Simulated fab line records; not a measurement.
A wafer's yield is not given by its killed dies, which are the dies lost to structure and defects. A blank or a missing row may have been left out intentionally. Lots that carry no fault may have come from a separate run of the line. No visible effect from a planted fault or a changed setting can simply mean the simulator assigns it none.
Which tool is to blame?	flow nand-harc	36 wafers from 12 lots sampled at 4 of the route's 1302 steps

WHAT THE GAUGES READ, wafer by wafer
NHARC_A_M0_THK_MEAS_24: measures by xrf.
lot	measured	on	thk-nm (nm)
L075	day 23 13:46	film-metro-01	114.7 113.0 111.8
L074	day 24 00:26	film-metro-01	112.8 113.7 112.6
L079	day 24 16:08	film-metro-01	114.3 112.7 114.1
L081	day 25 09:35	film-metro-02	112.8 113.9 112.8
L083	day 26 08:58	film-metro-02	114.0 112.5 114.5
L086	day 26 22:56	film-metro-01	113.8 113.1 113.4
L087	day 27 19:39	film-metro-01	111.6 113.1 113.4
L089	day 28 18:50	film-metro-01	112.7 113.8 115.2
L090	day 29 11:02	film-metro-02	111.3 114.4 111.6
L093	day 30 09:32	film-metro-02	111.6 114.0 113.4
L095	day 31 07:57	film-metro-02	114.1 114.5 113.1
L097	day 32 08:03	film-metro-02	113.7 114.3 113.2

WHAT TOOL EACH LOT RAN ON (gives the tool, then ch and the chambers of the sampled wafers, and finally the start)
lot	NHARC_A_BLC_DESCUM_15	NHARC_A_BLC_STRIP_21	NHARC_A_M0_CMP_23
L075	rie-diel-03 ch 0,1,2, day 23 07:08	rie-diel-09 ch 0,1,3, day 23 08:29	cmp-04 ch 0,2,3, day 23 13:31
L074	rie-diel-09 ch 2,3, day 23 18:04	rie-diel-03 ch 2,3, day 23 19:11	cmp-01 ch 0,1, day 24 00:07
L079	rie-diel-03 ch 0,3, day 24 09:40	rie-diel-03 ch 0,2, day 24 10:49	cmp-04 ch 0,3, day 24 15:49
L081	rie-diel-03 ch 1,2,3, day 25 03:20	rie-diel-09 ch 0,1,3, day 25 04:30	cmp-01 ch 0,1,2, day 25 09:16
L083	rie-diel-03 ch 0,2,3, day 26 02:37	rie-diel-03 ch 0,2,3, day 26 03:46	cmp-03 ch 1,2,3, day 26 08:40
L086	rie-diel-09 ch 0,1, day 26 16:35	rie-diel-07 ch 0,1,3, day 26 17:44	cmp-01 ch 0,1,2, day 26 22:41
L087	rie-diel-09 ch 0,3, day 27 12:46	rie-diel-09 ch 0,1,2, day 27 14:25	cmp-01 ch 0,2,3, day 27 19:23
L089	rie-diel-09 ch 0,1,3, day 28 12:29	rie-diel-03 ch 0,1,2, day 28 13:38	cmp-01 ch 0,2,3, day 28 18:31
L090	rie-diel-03 ch 0,1,2, day 29 04:34	rie-diel-07 ch 0,1,3, day 29 05:43	cmp-04 ch 1,2,3, day 29 10:43
L093	rie-diel-03 ch 2,3, day 30 03:11	rie-diel-09 ch 0,1,2, day 30 04:21	cmp-04 ch 1,2,3, day 30 09:18
L095	rie-diel-03 ch 1,2,3, day 31 01:34	rie-diel-03 ch 0,1,2, day 31 02:43	cmp-01 ch 0,2,3, day 31 07:38
L097	rie-diel-03 ch 1,3, day 32 01:28	rie-diel-09 ch 0,2,3, day 32 02:36	cmp-04 ch 0,1, day 32 07:44
- NHARC_A_BLC_DESCUM_15: chemistry O2, time 3 s.
- NHARC_A_BLC_STRIP_21: strips in O2.
- NHARC_A_M0_CMP_23: polishes, t overpolish 20 s, target thk 113.75 nm.

THE ANSWER, worked out from the rows above alone
Rule: what is usual is taken from the lots themselves. Put in order of their means at a reading, lots are off if they are a third of the lots or fewer, leave a main group of 4 or more, and stand apart from it by a gap of 3 or more times the standard deviation of the main group's means; of several such gaps the widest counts. Not used: any main group whose means are identical at the precision the tables above print for the reading. A lot without any number at a reading at which 4 lots or more have one is off too. The other lots that the step has rows for count as sound.
Nothing can be told from this: no lot is off at any reading shown.

WHAT THE SIMULATOR PUT IN
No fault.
